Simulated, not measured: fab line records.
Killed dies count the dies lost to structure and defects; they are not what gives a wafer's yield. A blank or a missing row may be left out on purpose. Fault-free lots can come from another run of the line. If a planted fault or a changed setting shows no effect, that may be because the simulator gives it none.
Which tool was responsible? -- flow n5 finfet -- 24 wafers from 8 lots sampled at 4 of the route's 1938 steps

== WHAT THE GAUGES READ, wafer by wafer ==
N5_BEOL_M0_CUTY_INSPECT_59: inspects for defects (macro).
lot,measured,on,raw defect count
L654,day 6 06:38,defect inspect-02,1 3 4
L659,day 7 05:07,defect inspect-01,2 4 1
L662,day 8 00:07,defect inspect-01,1 0 1
L664,day 8 11:06,defect inspect-02,4 0 1
L663,day 8 11:52,defect inspect-01,0 5 1
L668,day 9 10:20,defect inspect-02,0 2 0
L669,day 9 20:23,defect inspect-02,1 3 2
L670,day 9 22:29,defect inspect-01,3 5 >300

== EACH LOT AND THE TOOL THAT RAN IT (in order: tool; ch and the chambers of the sampled wafers; start) ==
lot,N5_BEOL_M0_SAQP_DESCUM_45,N5_BEOL_M0_SAQP_CUT_ETCH_46,N5_BEOL_M0_SAQP_ALD_48
L654,"rie diel-03 ch 1,3, day 6 05:08","rie diel-03 ch 1,3, day 6 05:13","ald sin-04 ch 1,2, day 6 05:33"
L659,"rie diel-02 ch 0,2,3, day 7 03:45","rie diel-02 ch 0,2,3, day 7 03:50","ald sin-03 ch 0,1, day 7 04:02"
L662,"rie diel-03 ch 2,3, day 7 22:46","rie diel-03 ch 2,3, day 7 22:50","ald sin-03 ch 0,1,3, day 7 23:02"
L664,"rie diel-04 ch 1,3, day 8 09:52","rie diel-04 ch 1,3, day 8 09:57","ald sin-04 ch 1,2, day 8 10:09"
L663,"rie diel-04 ch 1,2,3, day 8 10:23","rie diel-04 ch 1,2,3, day 8 10:28","ald sin-04 ch 1,3, day 8 10:55"
L668,"rie diel-03 ch 0,3, day 9 09:07","rie diel-03 ch 0,3, day 9 09:11","ald sin-04 ch 1,2,3, day 9 09:23"
L669,"rie diel-03 ch 0,1, day 9 18:46","rie diel-03 ch 0,1, day 9 18:52","ald sin-01 ch 3, day 9 19:04"
L670,"rie diel-03 ch 1,2, day 9 20:58","rie diel-03 ch 1,2, day 9 21:03","ald sin-04 ch 0,2,3, day 9 21:15"
- N5_BEOL_M0_SAQP_DESCUM_45: chemistry O2, time 7 s.
- N5_BEOL_M0_SAQP_CUT_ETCH_46: etches SOC in N2/H2, target depth 135 nm, overetch 27 nm, time 202.5 s.
- N5_BEOL_M0_SAQP_ALD_48: deposits SiO2, target thk 20 nm, pulse time 1 s, co reactant pulse time 1 s.

== THE ANSWER, worked out from the rows above alone ==
Rule: usual is defined by the lots themselves. Put in order of their means at a reading, lots are off if they are a third of the lots or fewer, leave a main group of 4 or more, and stand apart from it by a gap of 3 or more times the standard deviation of the main group's means; of several such gaps the widest counts. Not used: any main group whose means are identical at the precision the tables above print for the reading. Also off: a lot with no number at a reading for which 4 or more lots have one. The other lots that the step has rows for count as sound.
No lot is off at any reading shown: from this, nothing can be told.

== WHAT THE SIMULATOR HAD INSERTED ==
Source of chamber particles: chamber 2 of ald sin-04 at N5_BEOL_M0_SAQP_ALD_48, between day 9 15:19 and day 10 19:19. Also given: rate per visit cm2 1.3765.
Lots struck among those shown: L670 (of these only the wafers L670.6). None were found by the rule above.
